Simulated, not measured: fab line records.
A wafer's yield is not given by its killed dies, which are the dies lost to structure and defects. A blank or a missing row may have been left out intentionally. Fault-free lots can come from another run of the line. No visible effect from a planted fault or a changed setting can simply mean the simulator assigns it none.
Code-filled problem report in 8D (eight disciplines) form | flow nand-harc | the parts of the form that need people (team, actions taken, sign-off) are left out

1. THE ISSUE
NHARC_END_SORT_01, killed-at-array: mean 135 over 1 wafer from 1 lot; wafers with no fault: 24, standard deviation 8.7. Relative to the usual mean, that is a shift of +13 standard deviations.
First seen on wafer L928.1, day 24 09:53, on prober-02. The record holds 39 wafers of 13 lots with a number at this step. Rule for "out" (also "out of limits"): further than 4 standard deviations from the usual mean. The other wafers with a number count as sound.

2. WHAT IT IS; WHAT IT IS NOT
question                    | is                           | is not
which readings at this step | killed-at-array, killed-dies | killed-at-other, killed-at-periphery, killed-open, killed-short
which lots                  | L928                         | L912, L913, L914, L915, L917, L918, L920, L925, L929, L932, L934, L935
which wafers of those lots  | L928.1                       | L928.2, L928.4
read on which gauges        | prober-02                    | prober-01
when                        | from day 24 09:53            | up to then (27 sound wafers); but 11 sound wafers of L928, L932, L934, L935 came after

3. WHAT RULES OUT EACH SUSPECT
Counting: a tool at a process step up to the reading stays a suspect if it ran every lot that is out. Sound lots after the first of them don't rule it out here, since some wafers of a struck lot are sound.
- the gauge at NHARC_END_SORT_01: kept. All the wafers that are out were read on prober-02, and no step on other tools shows them out.
- rie-diel-02 at NHARC_A_SGD_CUT_ETCH_59 (etches the open film in N2/H2, target depth 260 nm, time 406.25 s): kept. The lot that is out, L928, ran on it at day 18 16:04; the last sound lot it ran before that was L925, at day 17 23:42.
- pecvd-01 at NHARC_THIN_TSV_DEP_43 (deposits SiO2, target thk 1328.5 nm): kept. The lot that is out, L928, ran on it at day 23 15:54; the last sound lot it ran before that was L920, at day 21 00:44.
- pvd-sputter-01 at NHARC_THIN_TSV_PRE_CLEAN_50 (time 30 s): kept. The lot that is out, L928, ran on it at day 24 09:53; the last sound lot it ran before that was L918, at day 22 00:25. Because NHARC_THIN_TSV_PRE_CLEAN_50 lacks a start for some lots, the hours and order of its lots are taken from NHARC_END_SORT_01.
- rie-diel-02, NHARC_A_SGD_CUT_ETCH_59: wafers that are out in chamber 0, sound lot-mates in chambers 2, 3.
Left after counting: rie-diel-02 at NHARC_A_SGD_CUT_ETCH_59, pecvd-01 at NHARC_THIN_TSV_DEP_43, pvd-sputter-01 at NHARC_THIN_TSV_PRE_CLEAN_50, prober-02 at NHARC_END_SORT_01.

4. THE CAUSE (what the simulator had put in)
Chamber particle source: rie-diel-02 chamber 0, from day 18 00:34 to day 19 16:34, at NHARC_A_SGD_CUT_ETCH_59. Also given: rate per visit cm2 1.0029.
4 suspects survive the count, and this tool is in that group.

5. SEQUENCE OF EFFECTS, ordered by route
Each row: a reading where the mean over the struck wafers with a number is more than 3 standard deviations away from the usual. Scope: only readings with a usual standard deviation given in the record; hours: median across lots of the time from each lot's start at the first step in this table that gives one to its start at this step; sigmas: change in usual standard deviations.
hours | step              | reading         | usual | on struck wafers | change | sigmas
0     | NHARC_END_SORT_01 | killed-at-array | 24    | 135              | +111   | +13
0     | NHARC_END_SORT_01 | killed-dies     | 28    | 140              | +112   | +13

6. HOW IT WOULD HAVE BEEN CAUGHT EARLIER
153 hours passed between the start of the fault at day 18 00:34 and the first reading out of limits at a measuring or inspecting step in this record, taken at day 24 09:53.
No tool reading at NHARC_A_SGD_CUT_ETCH_59 that has a usual standard deviation in the record was out on any struck wafer, so an alarm limit of 4 standard deviations on those readings would not have fired.
By day 24 09:53 the whole set of lots that are out, 1 in number, had already begun NHARC_A_SGD_CUT_ETCH_59 on rie-diel-02. Had the tool been put on hold then, not one of them would have been saved.
